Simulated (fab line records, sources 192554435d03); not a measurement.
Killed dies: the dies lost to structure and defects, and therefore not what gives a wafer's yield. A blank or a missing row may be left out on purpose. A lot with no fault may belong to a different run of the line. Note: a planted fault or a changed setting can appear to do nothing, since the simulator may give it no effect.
Which tool did it? + flow n5-finfet + at 1 step of a route of 1938, 9 lots with 26 wafers sampled

## WHAT EACH GAUGE READ, for each wafer
N5_BEOL_M4_RC_MEAS_101.
| lot  | measured     | on        | DIBL_N (mV/V)  |
|------|--------------|-----------|----------------|
| L171 | day 9 01:54  | prober-01 | 36.7 36.7 36.5 |
| L176 | day 10 06:52 | prober-02 | 35.7 41.2      |
| L183 | day 12 21:28 | prober-01 | 39.3 41.2 36.0 |
| L184 | day 12 22:21 | prober-02 | 33.5 36.2 37.3 |
| L185 | day 12 22:43 | prober-01 | 32.3 36.5 32.7 |
| L186 | day 13 00:56 | prober-02 | 36.2 37.1 35.3 |
| L187 | day 13 14:05 | prober-01 | 38.3 36.8 37.2 |
| L188 | day 13 20:28 | prober-01 | 37.8 38.4 40.4 |
| L189 | day 14 07:43 | prober-02 | 37.7 40.0 35.8 |

## WHICH TOOL RAN EACH LOT (tool, then ch and the chambers of the sampled wafers, then the start)
The record holds no process step before these readings.

## THE ANSWER, worked out from the rows above alone
Rule: the lots themselves supply what counts as usual. The widest of any qualifying gaps counts: lots, ordered by their means at a reading, are off when they make up no more than a third of the lots, leave a main group of 4 or more, and stand apart from it by 3 or more times the standard deviation of that group's means. If all means in a main group match to the digits the tables above print for the reading, that group is not used. A lot without any number at a reading at which 4 lots or more have one is off too. The other lots that the step has rows for count as sound.
None of the lots is off at any reading shown; this tells nothing.

## WHAT HAD BEEN PUT IN BY THE SIMULATOR
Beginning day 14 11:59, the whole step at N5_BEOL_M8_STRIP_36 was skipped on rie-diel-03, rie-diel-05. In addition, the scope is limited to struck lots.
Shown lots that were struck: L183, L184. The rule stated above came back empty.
